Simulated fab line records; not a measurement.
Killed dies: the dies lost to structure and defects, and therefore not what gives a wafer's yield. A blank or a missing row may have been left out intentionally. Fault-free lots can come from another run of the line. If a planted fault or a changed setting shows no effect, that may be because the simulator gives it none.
The tool behind it: which one? ; flow n5Finfet ; 11 lots with 33 wafers sampled at 2 steps, on a route of 1938 steps

## WHAT EACH GAUGE READ, for each wafer
N5_MIM_TOP_LITHO_CD_MEAS_08: the cd target is 2000 nm.
lot;measured;on;cdNm (nm)
L131;day 12 00:48;cdSem-01;2000.6 1999.3 2000.6
L134;day 12 03:49;cdSem-01;2001.9 1999.7 2000.2
L132;day 12 06:07;cdSem-01;2001.2 2000.7 2001.9
L133;day 12 06:09;cdSem-03;2001.7 2002.6 2002.0
L136;day 13 02:37;cdSem-02;1997.7 1997.4 1996.9
L140;day 13 15:34;cdSem-02;2000.8 2001.8 2001.0
L144;day 14 23:58;cdSem-02;2003.5 2000.9 2001.7
L147;day 15 05:59;cdSem-01;2002.0 2001.2 2003.0
L148;day 15 15:31;cdSem-02;2000.9 1999.4 2000.9
L153;day 17 10:12;cdSem-02;1999.1 2000.8 1999.1
L154;day 17 10:22;cdSem-02;2001.4 2002.6 2002.1

## TOOL THAT RAN EACH LOT (tool first, then ch and the chambers of the sampled wafers, then the start)
lot;N5_MIM_BOT_DEGAS_01
L131;pvdSputter-01, day 11 23:07
L134;pvdSputter-02, day 12 00:56
L132;pvdSputter-03, day 12 03:59
L133;pvdSputter-03, day 12 04:27
L136;pvdSputter-03, day 13 00:07
L140;pvdSputter-02, day 13 14:12
L144;pvdSputter-01, day 14 21:04
L147;pvdSputter-01, day 15 04:14
L148;pvdSputter-02, day 15 14:06
L153;pvdSputter-02, day 17 06:08
L154;pvdSputter-02, day 17 06:27
- N5_MIM_BOT_DEGAS_01: time 60 s.

## THE ANSWER, worked out from the rows above alone
Rule: what is usual is taken from the lots themselves. The widest of any qualifying gaps counts: lots, ordered by their means at a reading, are off when they make up no more than a third of the lots, leave a main group of 4 or more, and stand apart from it by 3 or more times the standard deviation of that group's means. The tables above print the reading to a certain number of digits; a main group whose means all agree to those digits is not used. A lot without any number at a reading at which 4 lots or more have one is off too. Where the step has rows for the other lots, those lots are counted as sound.
None of the lots is off at any reading shown; this tells nothing.

## WHAT THE SIMULATOR HAD INSERTED
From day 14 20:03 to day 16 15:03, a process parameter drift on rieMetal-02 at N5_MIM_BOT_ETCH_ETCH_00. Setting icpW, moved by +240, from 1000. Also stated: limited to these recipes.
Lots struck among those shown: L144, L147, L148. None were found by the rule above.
